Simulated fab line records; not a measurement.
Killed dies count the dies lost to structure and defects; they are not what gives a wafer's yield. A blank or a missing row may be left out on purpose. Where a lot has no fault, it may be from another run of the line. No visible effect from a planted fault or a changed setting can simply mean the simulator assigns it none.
fab line records	flow n5Finfet
record lots=9	wafers=27	lastDay=17
route steps=1938 shown HKMG_FIN@409 BEOL_M4@1111 PASSIVATION@1936
lots that met no fault: taken from a fault-free run of the same line
startH: the number of hours between the record's first day and the start of the first shown wafer of the lot	waitH: hours from the lot's prior step to this one	" repeats the value in the row above	L1.1+2: a row that stands for several wafers	- value missing, or start not given	* or withheld: withheld	< > ~ a bound
route shown NAME@n: a module of which the file shows steps, and the number in the route of the first	usual: mean and standard deviation over wafers with no fault	same: alike in all rows	chamber/n: place in a boat	sites: the reading at each site	_std_site: their standard deviation	_edge_site: inner sites' mean taken away from outer sites' mean	radiusMm: for every site, how far away it sits from the centre of the wafer	mask NAME#n: copy n	behind: the tool/chamber that last shaped the wafer	hold: what put the lot on hold/how long, in hours/how the hold closed	device: which transistor (n, p or np) failed to switch	end of line: the tests these same wafers got at the end of their route	a step given without rows: its recipe and nothing more	killed: not the wafer's yield, but the dies lost to structure and defects at the first sort	map: per-die view of a wafer (x killed, . not killed, _ where there is no die)
set.NAME: the setting the step ran with; set.NAME@STEP: the setting that earlier step ran with	model.NAME: the simulator's own value behind a step, which no gauge read
a sample of lots followed through the steps of the route, with each step as a table and each wafer as a row
services: the hour from which a tool's chamber was out of use, counted from the record's first day as startH (under 0 if before that day), plus the number of hours and why
## steps
# step N5_HKMG_FIN_STRIP_60
# recipe chemistry=N2/H2	powerW=2500	tempC=300	h2Frac=0.65	timeS=360	pressureMtorr=withheld	n2FlowSccm=1750	h2FlowSccm=3250
# usual drypumpMotorCurrentA=5.9/0.44	heaterPowerW=521/35
lot.wafer	tool	chamber	startH	waitH	drypumpMotorCurrentA	heaterPowerW	rfHoursCounterH
L809.2	plasmaAsher-02	1	78.08	0.0	6.2	542	74
L809.3	"	1	"	"	6.2	534	-
L809.4	"	0	"	"	5.5	535	-
L810.1	plasmaAsher-02	1	80.04	0.0	6.2	544	75
L810.4	"	1	"	"	6.2	542	-
L810.5	"	0	"	"	5.4	540	-
L811.3	plasmaAsher-02	1	86.32	0.1	6.1	536	-
L811.5	"	0	"	"	5.4	531	-
L811.6	"	1	"	"	6.2	525	-
L812.2	plasmaAsher-02	0	90.48	0.0	5.5	543	77
L812.3	"	1	"	"	6.2	530	-
L812.4	"	0	"	"	5.5	537	-
L819.1	plasmaAsher-02	0	134.11	0.0	5.4	554	86
L819.2	"	1	"	"	6.1	521	86
L819.6	"	1	"	"	6.1	521	-
L820.3	plasmaAsher-02	1	138.36	0.1	6.2	529	-
L820.5	"	0	"	"	5.4	553	-
L820.6	"	1	"	"	6.2	527	-
L821.1	plasmaAsher-01	0	149.71	0.0	6.6	541	63
L821.5	"	1	"	"	5.5	438	-
L821.6	"	0	"	"	6.6	538	-
L829.1	plasmaAsher-02	0	195.20	0.0	5.5	537	98
L829.3	"	1	"	"	6.1	528	-
L829.4	"	0	"	"	5.5	549	-
L831.1	plasmaAsher-02	0	210.09	0.0	5.5	535	100
L831.3	"	1	"	"	6.2	553	-
L831.6	"	0	"	"	5.5	541	-
# step N5_HKMG_FIN_ALD_79
# recipe material=TiN	targetThkA=15	tempC=400	aldPrecursorFamily=TiCl4	aldCoReactant=NH3	pulseTimeS=1	purgeTimeS=3	coReactantPurgeTimeS=2	coReactantPulseTimeS=2	aldCycles=68	pressureTorr=3
# usual heaterPowerW=853/79	precursorPulseHeightRel=1.000/0.024
lot.wafer	tool	chamber	startH	waitH	heaterPowerW	precursorPulseHeightRel
L809.2	aldMetal-01	1	78.57	0.0	959	1.008
L809.3	"	0	"	"	810	0.999
L809.4	"	2	"	"	878	0.972
L810.1	aldMetal-04	1	80.53	0.0	825	1.005
L810.4	"	2	"	"	987	1.001
L810.5	"	0	"	"	890	1.020
L811.3	aldMetal-03	0	86.69	0.0	887	0.980
L811.5	"	2	"	"	787	0.987
L811.6	"	1	"	"	850	0.963
L812.2	aldMetal-01	0	90.97	0.0	796	0.970
L812.3	"	3	"	"	755	0.992
L812.4	"	2	"	"	885	0.963
L819.1	aldMetal-03	1	134.60	0.0	824	0.996
L819.2	"	2	"	"	773	1.039
L819.6	"	1	"	"	839	0.984
L820.3	aldMetal-01	2	138.74	0.0	880	1.048
L820.5	"	0	"	"	788	0.973
L820.6	"	1	"	"	951	1.015
L821.1	aldMetal-01	3	150.20	0.0	760	0.995
L821.5	"	2	"	"	880	0.995
L821.6	"	3	"	"	747	0.994
L829.1	aldMetal-03	3	195.70	0.0	1004	1.028
L829.3	"	2	"	"	771	0.980
L829.4	"	0	"	"	865	1.012
L831.1	aldMetal-01	1	210.58	0.0	937	0.978
L831.3	"	3	"	"	761	1.004
L831.6	"	3	"	"	765	0.996
# step N5_HKMG_FIN_PWFM_ALD_03
# recipe material=TiN	targetThkA=20	tempC=400	aldPrecursorFamily=TiCl4	aldCoReactant=NH3	pulseTimeS=1	purgeTimeS=3	coReactantPurgeTimeS=2	coReactantPulseTimeS=2	aldCycles=91	pressureTorr=3
# usual heaterPowerW=863/83	precursorPulseHeightRel=1.001/0.02
lot.wafer	tool	chamber	startH	waitH	heaterPowerW	precursorPulseHeightRel
L809.2	aldMetal-01	3	79.67	0.0	764	0.996
L809.3	"	1	"	"	975	0.997
L809.4	"	2	"	"	902	0.984
L810.1	aldMetal-01	1	81.66	0.0	932	1.011
L810.4	"	2	"	"	867	1.039
L810.5	"	3	"	"	758	1.013
L811.3	aldMetal-04	2	87.77	0.0	990	0.981
L811.5	"	3	"	"	774	1.021
L811.6	"	0	"	"	883	0.998
L812.2	aldMetal-04	2	92.10	0.0	982	0.982
L812.3	"	0	"	"	841	1.017
L812.4	"	1	"	"	815	1.032
L819.1	aldMetal-03	3	135.74	0.0	1025	1.028
L819.2	"	0	"	"	871	0.975
L819.6	"	3	"	"	1025	1.009
L820.3	aldMetal-04	1	140.01	0.0	806	1.025
L820.5	"	0	"	"	875	0.989
L820.6	"	3	"	"	778	0.988
L821.1	aldMetal-03	2	151.31	0.0	762	0.996
L821.5	"	2	"	"	755	1.028
L821.6	"	1	"	"	811	1.009
L829.1	aldMetal-03	3	196.79	0.0	1009	1.002
L829.3	"	0	"	"	887	0.994
L829.4	"	1	"	"	845	0.968
L831.1	aldMetal-01	1	211.72	0.0	961	1.037
L831.3	"	0	"	"	821	1.008
L831.6	"	2	"	"	871	0.973
# step N5_HKMG_FIN_INSPECT_14
# recipe mode=adi	inspectInstrument=macro
# usual rawDefectCount=2.1/1.6
lot.wafer	tool	chamber	startH	waitH	rawDefectCount
L809.2	defectInspect-02	-	80.44	0.0	0
L809.3	"	-	"	"	1
L809.4	"	-	"	"	0
L810.1	defectInspect-01	-	82.55	0.0	0
L810.4	"	-	"	"	0
L810.5	"	-	"	"	2
L811.3	defectInspect-01	-	88.66	0.0	0
L811.5	"	-	"	"	2
L811.6	"	-	"	"	1
L812.2	defectInspect-01	-	92.86	0.0	1
L812.3	"	-	"	"	2
L812.4	"	-	"	"	3
L819.1	defectInspect-02	-	136.50	0.0	0
L819.2	"	-	"	"	1
L819.6	"	-	"	"	1
L820.3	defectInspect-01	-	140.91	0.0	5
L820.5	"	-	"	"	2
L820.6	"	-	"	"	1
L821.1	defectInspect-02	-	152.21	0.0	8
L821.5	"	-	"	"	1
L821.6	"	-	"	"	0
L829.1	defectInspect-01	-	197.68	0.0	>300
L829.3	"	-	"	"	3
L829.4	"	-	"	"	2
L831.1	defectInspect-02	-	212.49	0.0	2
L831.3	"	-	"	"	1
L831.6	"	-	"	"	4
# step N5_HKMG_FIN_STRIP_92
# recipe chemistry=N2/H2	material=SOC	timeS=20	powerW=500	tempC=40	pressureMtorr=50	rfFrequencyHz=6e+07	biasPowerW=8	h2Frac=0.5	n2FlowSccm=300	h2FlowSccm=300
# usual drypumpMotorCurrentA=5.9/0.41	oesProductAu=0.80/0.09	rfVppV=54.3/0.83	showerheadPlenumPTorr=3.38/0.12	throttleValvePct=18.8/0.32
lot.wafer	tool	chamber	startH	waitH	drypumpMotorCurrentA	oesProductAu	rfHoursCounterH	rfVppV	showerheadPlenumPTorr	throttleValvePct
L809.2	rieDiel-05	2	81.52	0.1	5.8	0.69	242	52.9	3.45	18.5
L809.3	"	3	"	"	5.9	0.68	202	54.3	3.34	19.0
L809.4	"	0	"	"	5.0	0.70	239	54.1	3.19	19.5
L810.1	rieDiel-04	2	83.03	0.1	5.9	0.84	55	54.6	3.41	19.3
L810.4	"	0	"	"	5.4	0.92	14	54.1	3.42	18.5
L810.5	"	0	"	"	5.4	0.92	-	54.9	3.42	18.5
L811.3	rieDiel-06	1	89.14	0.1	6.5	0.90	34	54.6	3.56	18.9
L811.5	"	3	"	"	6.6	0.71	-	54.0	3.21	18.7
L811.6	"	1	"	"	6.4	0.90	-	54.4	3.57	18.9
L812.2	rieDiel-05	3	93.35	0.1	5.9	0.68	207	55.1	3.33	19.0
L812.3	"	1	"	"	5.7	0.77	102	53.4	3.53	18.6
L812.4	"	0	"	"	5.0	0.70	244	52.9	3.18	19.6
L819.1	rieDiel-04	1	136.99	0.1	6.0	0.88	42	54.5	3.42	18.4
L819.2	"	0	"	"	5.4	0.88	35	54.1	3.41	18.6
L819.6	"	3	"	"	5.6	0.68	-	55.1	3.44	19.0
L820.3	rieDiel-06	1	141.39	0.1	6.5	0.87	56	54.3	3.55	18.9
L820.5	"	3	"	"	6.6	0.69	-	53.0	3.19	18.7
L820.6	"	2	"	"	5.7	0.77	-	54.4	3.23	18.9
L821.1	rieDiel-05	1	153.01	0.1	5.7	0.75	128	54.6	3.51	18.7
L821.5	"	3	"	"	5.9	0.66	-	55.0	3.32	19.0
L821.6	"	2	"	"	5.8	0.94	-	55.6	3.43	18.1
L829.1	rieDiel-04	2	198.23	0.1	5.9	0.80	100	53.8	3.39	19.3
L829.3	"	3	"	"	5.6	0.93	15	54.4	3.43	18.6
L829.4	"	1	"	"	6.0	0.84	-	53.6	3.41	18.5
L831.1	rieDiel-05	2	212.98	0.1	5.8	0.90	33	54.6	3.42	18.1
L831.3	"	1	"	"	5.6	0.73	148	55.6	3.50	18.7
L831.6	"	0	"	"	5.1	0.89	-	54.4	3.57	19.2
# step N5_BEOL_M4_RC_MEAS_101
# usual DIBL_N=36.3/1.4	DIBL_P=36.2/1.5	IOFF_N=0.160/0.021	IOFF_P=0.211/0.027	ION_N=676/7.7	ION_P=463/5.5	SS_N=71.4/0.57	SS_P=73.3/0.58	VT_N=249.3/2.5	VT_P=-250.1/2.6
lot.wafer	tool	chamber	startH	waitH	DIBL_N[mV/V]	DIBL_P[mV/V]	IOFF_N[nA/um]	IOFF_P[nA/um]	ION_N[uA/um]	ION_P[uA/um]	SS_N[mV/dec]	SS_P[mV/dec]	VT_N[mV]	VT_P[mV]
L809.2	prober-01	0	163.00	0.2	34.3	34.3	0.147	0.183	673	460	71.0	73.4	249.2	-253.5
L809.3	"	0	"	"	35.3	34.4	0.144	0.182	667	455	71.3	73.5	251.0	-253.1
L809.4	"	0	"	"	36.3	35.6	0.168	0.192	679	460	72.2	73.1	247.8	-251.2
L810.1	prober-01	0	181.54	0.0	38.2	38.3	0.174	0.251	683	471	72.4	73.7	248.6	-245.4
L810.4	"	0	"	"	37.7	36.9	0.154	0.215	675	464	72.0	73.3	250.5	-246.7
L810.5	"	0	"	"	39.7	38.2	0.195	0.248	675	465	72.0	73.9	248.5	-249.7
L812.2	prober-02	0	183.71	0.2	37.4	37.7	0.176	0.234	681	472	71.2	74.2	245.6	-246.2
L812.3	"	0	"	"	37.2	36.4	0.156	0.216	669	460	71.7	74.4	251.1	-246.7
L812.4	"	0	"	"	37.6	37.6	0.172	0.230	673	465	71.4	73.6	246.3	-246.6
L811.3	prober-01	0	186.48	0.3	34.7	35.4	0.147	0.193	674	461	70.8	72.1	249.7	-250.8
L811.5	"	0	"	"	35.4	35.5	0.154	0.193	673	457	71.6	73.2	250.8	-250.3
L811.6	"	0	"	"	35.9	36.0	0.162	0.212	676	463	71.6	72.9	249.0	-249.7
L820.3	prober-01	0	238.67	0.3	34.4	35.3	0.131	0.202	670	464	71.1	72.9	252.5	-251.6
L820.5	"	0	"	"	36.0	37.7	0.168	0.234	674	470	71.9	74.5	247.5	-246.9
L820.6	"	0	"	"	35.0	35.8	0.136	0.205	660	456	71.7	73.6	252.5	-250.2
L819.1	prober-01	0	244.78	0.0	34.8	33.4	0.129	0.172	665	459	71.0	72.6	253.6	-249.8
L819.2	"	0	"	"	37.6	37.7	0.172	0.227	680	464	71.2	73.9	246.5	-248.4
L819.6	"	0	"	"	35.2	33.9	0.131	0.173	677	459	71.1	72.5	250.5	-249.7
L821.1	prober-02	0	246.32	0.0	36.0	36.1	0.147	0.180	659	455	72.1	73.0	251.5	-253.5
L821.5	"	0	"	"	37.8	38.2	0.174	0.200	682	460	71.9	74.3	248.3	-251.7
L821.6	"	0	"	"	36.2	35.8	0.149	0.172	663	446	71.4	72.8	252.0	-255.1
L829.1	prober-02	0	296.92	0.0	36.2	37.0	0.155	0.210	681	465	71.0	72.6	248.7	-248.2
L829.3	"	0	"	"	33.3	34.4	0.112	0.168	667	460	70.5	72.3	252.3	-251.6
L829.4	"	0	"	"	35.4	36.0	0.134	0.185	676	465	71.1	72.1	250.8	-252.4
L831.1	prober-01	0	308.31	0.0	36.9	37.2	0.179	0.233	680	468	71.7	73.4	249.0	-246.6
L831.3	"	0	"	"	36.1	36.4	0.162	0.231	683	469	71.4	74.0	249.9	-250.1
L831.6	"	0	"	"	37.2	37.9	0.189	0.242	687	471	72.7	74.3	247.6	-248.8
# step N5_PASSIVATION_PROBE_49
# usual defectLimitedYield=91.3/1.4	killed_at_M0_to_M3=34/10	killed_at_M4_up=13/4.8	killedAtContacts=12/6.1	killedAtFrontEnd=40/11	killedAtOther=3.7/2.8	killedDies=103/16	killedOnRim=13/3.6	killedOpen=67/12	killedShort=34/7.4	sort_bin_5_function=5.1/0.95	sort_bin_6_memory=3.2/0.62	sortNPass=1077/16	sortYieldPct=91.3/1.4
# same grossDies=1180	killedAtBackSide=0	sort_bin_4_leakage[%]=0	sort_bin_8_speed[%]=0
lot.wafer	tool	chamber	startH	waitH	defectLimitedYield[%]	killed_at_M0_to_M3	killed_at_M4_up	killedAtContacts	killedAtFrontEnd	killedAtOther	killedDies	killedOnRim	killedOpen	killedShort	sort_bin_5_function[%]	sort_bin_6_memory[%]	sortNPass	sortYieldPct[%]
L829.1	prober-01	-	401.44	0.5	82.2	33	6	11	154	6	210	28	51	37	11.2	3.7	970	82.2
L829.3	prober-01	-	401.54	0.6	91.9	46	11	1	35	3	96	20	55	37	4.7	3.3	1084	91.9
L829.4	prober-01	-	401.59	0.7	91.9	48	13	6	27	1	95	10	62	31	4.2	3.6	1085	91.9
# killed by level:class
L829.1 HKMG_FIN:unspecified=120 BEOL_M2:geometricParticle:open=11 FIN_SAQP:geometricParticle:short=8 BEOL_M3:geometricParticle:open=8 GATE_CUT:geometricParticle:short=6 MOL_CONTACT_COAG:geometricParticle:open=6 MOL_CONTACT_COAG:geometricParticle:short=5 STI_FIN_REVEAL:geometricParticle:open=4
L829.3 STI_FIN_REVEAL:geometricParticle:open=8 BEOL_M0_SAQP:geometricParticle:short=8 BEOL_M1:geometricParticle:open=8 BEOL_M3:geometricParticle:open=8 FIN_SAQP:geometricParticle:short=7 BEOL_M1:geometricParticle:short=6 BEOL_M0_SAQP:geometricParticle:open=5 BEOL_M2:geometricParticle:open=5
L829.4 BEOL_M0_SAQP:geometricParticle:open=11 BEOL_M0_SAQP:geometricParticle:short=11 FIN_SAQP:geometricParticle:open=8 BEOL_M1:geometricParticle:open=8 FIN_SAQP:geometricParticle:short=5 STI_FIN_REVEAL:geometricParticle:open=5 MOL_CONTACT_COAG:geometricParticle:open=5 BEOL_M1:geometricParticle:short=5
## services
tool	chamber	startH	hours	kind
plasmaAsher-01	-	87.39	0.8	repair
rieDiel-04	1	104.02	9.3	repair
rieDiel-05	2	104.20	-	clean
rieDiel-05	2	104.20	-	consumableReplace:focusRing
rieDiel-05	2	104.20	12.5	scheduledDown
rieDiel-05	2	104.20	12.5	ventCycle
aldMetal-03	-	112.35	2.8	pm
rieDiel-05	0	116.69	-	clean
rieDiel-05	0	116.69	-	consumableReplace:focusRing
rieDiel-05	0	116.69	-	consumableReplace:showerhead
rieDiel-05	0	116.69	19.2	scheduledDown
rieDiel-05	0	116.69	19.2	ventCycle
rieDiel-05	2	132.80	6.0	repair
rieDiel-04	3	137.04	-	clean
rieDiel-04	3	137.04	-	consumableReplace:focusRing
rieDiel-04	3	137.04	17.2	scheduledDown
aldMetal-01	-	141.44	6.0	pm
aldMetal-03	1	141.59	3.0	repair
aldMetal-04	-	164.45	8.7	pm
rieDiel-05	3	204.47	-	clean
rieDiel-05	3	204.47	-	consumableReplace:focusRing
rieDiel-05	3	204.47	40.2	scheduledDown
rieDiel-05	3	204.47	40.2	ventCycle
aldMetal-03	3	208.02	6.1	repair
## key
firstSign step=N5_HKMG_FIN_INSPECT_14	reading=rawDefectCount	direction=up	sigmas=99+	usual=2.1	struck=>300
effect step=N5_PASSIVATION_PROBE_49	reading=killedAtFrontEnd	direction=up	sigmas=11	usual=40	struck=154
moreKillsBornAt N5_HKMG_FIN_PWFM_ALD_03@aldMetal-03=120
metAt N5_HKMG_FIN_PWFM_ALD_03
struckLots L829
struckWafers L829.1
notActingAt N5_HKMG_FIN_STRIP_60,N5_HKMG_FIN_ALD_79,N5_HKMG_FIN_STRIP_92
onsetBetween 135.74 196.79
fault kind=chamberParticleSource	tool=aldMetal-03	chamber=3	onsetH=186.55	steps=N5_HKMG_FIN_PWFM_ALD_03	ratePerVisitCm2=1.3688	endH=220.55
